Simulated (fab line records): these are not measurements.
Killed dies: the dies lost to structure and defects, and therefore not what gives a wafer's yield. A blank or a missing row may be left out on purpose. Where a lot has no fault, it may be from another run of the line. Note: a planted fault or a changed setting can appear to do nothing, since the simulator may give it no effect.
A struck lot beside a sound one	flow nand_harc	27 out of 1302 route steps
Sound: the wafers L114.1, L114.4, L114.5. Wafers L128.2, L128.5, L128.6 were the ones struck. The cause is named last.
Order at every step that has rows: each side's tool, ch and its chambers, its first start. Under that, the readings that differ: sound wafers	struck wafers	difference of the means	sigmas: that difference in standard deviations of wafers without a fault.
alike: same words and numbers on both sides, and readings whose means sit less than 2 such deviations apart. not compared: any withheld reading, any reading some wafer has no value for, any bound like >300 that may hide the same value, and any number with overlapping values for which the record gives no deviation.
The two part at a step that has a row with sigmas, a row that says differs or no value, or rows on one side only. Non-overlapping numbers with no deviation appear without sigmas and do not part them. A reading missing from all wafers of one side parts the sides only when that side holds two or more wafers.

first, 1 step without rows for these wafers: NHARC_A_CHANNEL_HOLE_D2_DESCUM_15 (chemistry O2, time 3 s).
NHARC_A_CHANNEL_HOLE_D2_ETCH_38: etches the open film in CF4, target depth 39 nm, time 65 s.
  sound on rie_diel-05 ch 0,3, day 13 21:34; struck on rie_diel-01 ch 0,1,3, day 19 21:55
  alike: drypump_motor_current_A, mfc_ar_sccm, oes_product_au, rf_fwd_power_W, rf_vpp_V, showerhead_plenum_p_Torr, throttle_valve_pct
  not compared: rf_hours_counter_h
then, 1 step without rows for these wafers: NHARC_A_CHANNEL_HOLE_D2_ETCH_39 (etches the open film in N2/H2, target depth 260 nm, time 325 s).
NHARC_A_CHANNEL_HOLE_D2_ETCH_34: etches the open film in CF4/CHF3, target depth 154 nm, time 77 s.
  sound: rie_diel-05 ch 1,3; struck: rie_diel-01 ch 0,3
  alike: drypump_motor_current_A, mfc_ar_sccm, oes_product_au, rf_fwd_power_W, rf_vpp_V, showerhead_plenum_p_Torr, throttle_valve_pct
  not compared: rf_hours_counter_h
then, 1 step without rows for these wafers: NHARC_A_CHANNEL_HOLE_D2_ETCH_16 (etches the open film in O2/COS, target depth 3100 nm, time 806 s).
NHARC_A_CHANNEL_HOLE_D2_CD_MEAS_18:
  sound: cd_sem-01 at day 13 22:47; struck: cd_sem-02 at day 19 22:56
  alike: cd_nm
then, 2 steps without rows for these wafers: NHARC_A_CHANNEL_HOLE_D2_ETCH_19 (etches the open film in C4F8/O2/Ar, time 34.5 s); NHARC_A_CHANNEL_HOLE_D2_ETCH_20 (etches the open film in C4F8/O2/Ar, time 361.9 s, target depth 1600 nm).
NHARC_A_CHANNEL_HOLE_D2_ETCH_21: etches the open film in C4F8/O2/Ar, time 514.3 s, target depth 1600 nm.
  sound on har_etch-01 ch 0,1, day 13 23:17; struck on har_etch-02 ch 0,1, day 19 23:55
  alike: drypump_motor_current_A, mfc_ar_sccm, showerhead_plenum_p_Torr, throttle_valve_pct
  not compared: rf_hours_counter_h
then, 3 steps without rows for these wafers: NHARC_A_CHANNEL_HOLE_D2_ETCH_22 (etches the open film in C4F8/O2/Ar, time 666.7 s, target depth 1600 nm); NHARC_A_CHANNEL_HOLE_D2_ETCH_23 (etches the open film in C4F8/O2/Ar, time 819 s, target depth 1600 nm); NHARC_A_CHANNEL_HOLE_D2_ETCH_24 (etches the open film in C4F8/O2/Ar, time 906.2 s, target depth 1500 nm).
NHARC_A_CHANNEL_HOLE_D2_ETCH_25: etches the open film in C4F8/O2/Ar, time 1040.2 s, target depth 1500 nm.
  sound on har_etch-01 ch 0,1, day 14 01:47; struck on har_etch-02 ch 0,1, day 20 02:23
  alike: drypump_motor_current_A, mfc_ar_sccm, showerhead_plenum_p_Torr, throttle_valve_pct
  not compared: rf_hours_counter_h
then, 1 step without rows for these wafers: NHARC_A_CHANNEL_HOLE_D2_ETCH_26 (etches the open film in C4F8/O2/Ar, time 224.1 s, target depth 300 nm).
NHARC_A_CHANNEL_HOLE_D2_ETCH_27: etches the open film in C4F8/O2/Ar, time 90 s, target depth 400 nm.
  sound on har_etch-01 ch 0,1, day 14 02:51; struck on har_etch-02 ch 0,1, day 20 03:29
  alike: drypump_motor_current_A, mfc_ar_sccm, rf_fwd_power_W, showerhead_plenum_p_Torr, throttle_valve_pct
  not compared: rf_hours_counter_h
then, 4 steps without rows for these wafers: NHARC_A_CHANNEL_HOLE_D2_STRIP_41 (strips in N2/H2); NHARC_A_CHANNEL_HOLE_D2_STRIP_42 (strips in CF4/CHF3); NHARC_A_CHANNEL_HOLE_D2_STRIP_43 (strips in O2/COS); NHARC_A_CHANNEL_HOLE_D2_ETCH_44 (etches the open film in CF4/O2, target depth 140 nm, overetch 14 nm, time 77 s).
NHARC_A_CHANNEL_HOLE_D2_STRIP_28: strips in O2.
  sound: rie_diel-10 ch 0,2; struck: rie_diel-05 ch 0,1,2
  alike: drypump_motor_current_A, mfc_ar_sccm, oes_product_au, rf_vpp_V, showerhead_plenum_p_Torr, throttle_valve_pct
  not compared: rf_hours_counter_h
then, 2 steps without rows for these wafers: NHARC_A_CHANNEL_HOLE_D2_PRECLEAN_29 (cleans in SC1); NHARC_A_CHANNEL_HOLE_D2_SRD_30.
NHARC_A_CHANNEL_HOLE_D2_CD_MEAS_31:
  sound: cd_sem-01 at day 14 04:24; struck: cd_sem-01 at day 20 05:02
  alike: cd_nm
after that, 1 step had no rows for these wafers: NHARC_A_CHANNEL_HOLE_D2_XSEM_32.
NHARC_A_CHANNEL_HOLE_D2_INSPECT_40:
  sound: defect_inspect-02 at day 14 04:35; struck: defect_inspect-01 at day 20 05:13
reading	sound	struck	difference	sigmas
raw_defect_count	275 477 272	1023 1051 1147	+732	+7
then, 1 step without rows for these wafers: NHARC_A_CHANNEL_FILL_D2_PRECLEAN_00 (cleans in SC1).
-- break in the record here, with 11 days between the starts of the struck wafers on either side (left off in module A_CHANNEL_FILL_D2, picked up again in module END, where the first step shown is number 1302 on the route) --
NHARC_END_SORT_01:
  the record has rows for the struck wafers here (prober-01 ch 0, day 31 15:47) and none for the sound ones

== WHERE THEY PART ==
Last at NHARC_END_SORT_01 as far as this record goes, first at NHARC_A_CHANNEL_HOLE_D2_INSPECT_40.

WHY: whatever the simulator had introduced
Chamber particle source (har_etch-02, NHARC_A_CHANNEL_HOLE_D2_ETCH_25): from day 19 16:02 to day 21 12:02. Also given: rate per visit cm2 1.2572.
